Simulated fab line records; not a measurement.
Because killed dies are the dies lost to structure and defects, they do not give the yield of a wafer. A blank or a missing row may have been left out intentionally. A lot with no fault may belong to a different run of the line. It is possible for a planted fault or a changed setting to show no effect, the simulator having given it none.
Chamber matching / flow nand_harc / NHARC_A_STAIRCASE_ETCH_253 on rie_diel-06 has 4 sister chambers
The step etches the open film in C4F8/O2, target depth 50 nm, time 20.2 s. 4 wafers are shown with their chamber, then 9 later ones without.

## WAFERS PAIRED WITH THEIR CHAMBERS
wafer=L081.2; chamber=3; rf_vpp_V (V)=901
wafer=L088.6; chamber=0; rf_vpp_V (V)=888
wafer=L091.4; chamber=2; rf_vpp_V (V)=887
wafer=L091.5; chamber=1; rf_vpp_V (V)=888

## WAFERS WITH NO CHAMBER GIVEN
wafer=L090.1; rf_vpp_V (V)=887
wafer=L090.4; rf_vpp_V (V)=888
wafer=L090.5; rf_vpp_V (V)=888
wafer=L092.3; rf_vpp_V (V)=900
wafer=L092.5; rf_vpp_V (V)=887
wafer=L092.6; rf_vpp_V (V)=888
wafer=L097.1; rf_vpp_V (V)=888
wafer=L097.2; rf_vpp_V (V)=887
wafer=L097.6; rf_vpp_V (V)=900

## WHICH CHAMBER EACH ONE RAN IN
wafer=L090.1; from the rows above=2; in truth=2
wafer=L090.4; from the rows above=can't be placed: 0 or 1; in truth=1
wafer=L090.5; from the rows above=can't be placed: 0 or 1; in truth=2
wafer=L092.3; from the rows above=3; in truth=3
wafer=L092.5; from the rows above=2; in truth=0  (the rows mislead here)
wafer=L092.6; from the rows above=can't be placed: 0 or 1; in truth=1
wafer=L097.1; from the rows above=can't be placed: 0 or 1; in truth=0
wafer=L097.2; from the rows above=2; in truth=2
wafer=L097.6; from the rows above=3; in truth=3
Placed correctly: 4 of 9. Can't be placed from these rows: 4 (the true chamber is among the candidates in 3). Wrongly placed: 1.
How it was worked out, from the rows above alone: a wafer's distance from a chamber is the root of the sum, over the readings, of the square of ((its reading less the chamber's mean) divided by the reading's scatter). The wafer belongs to the nearest chamber; if the next one is less than 2 further off, it can't be placed. A chamber's mean is the mean of its shown wafers. The scatter: with one shown wafer a chamber, the root of the mean of the squares of how far each hidden wafer lies from its nearest shown one.
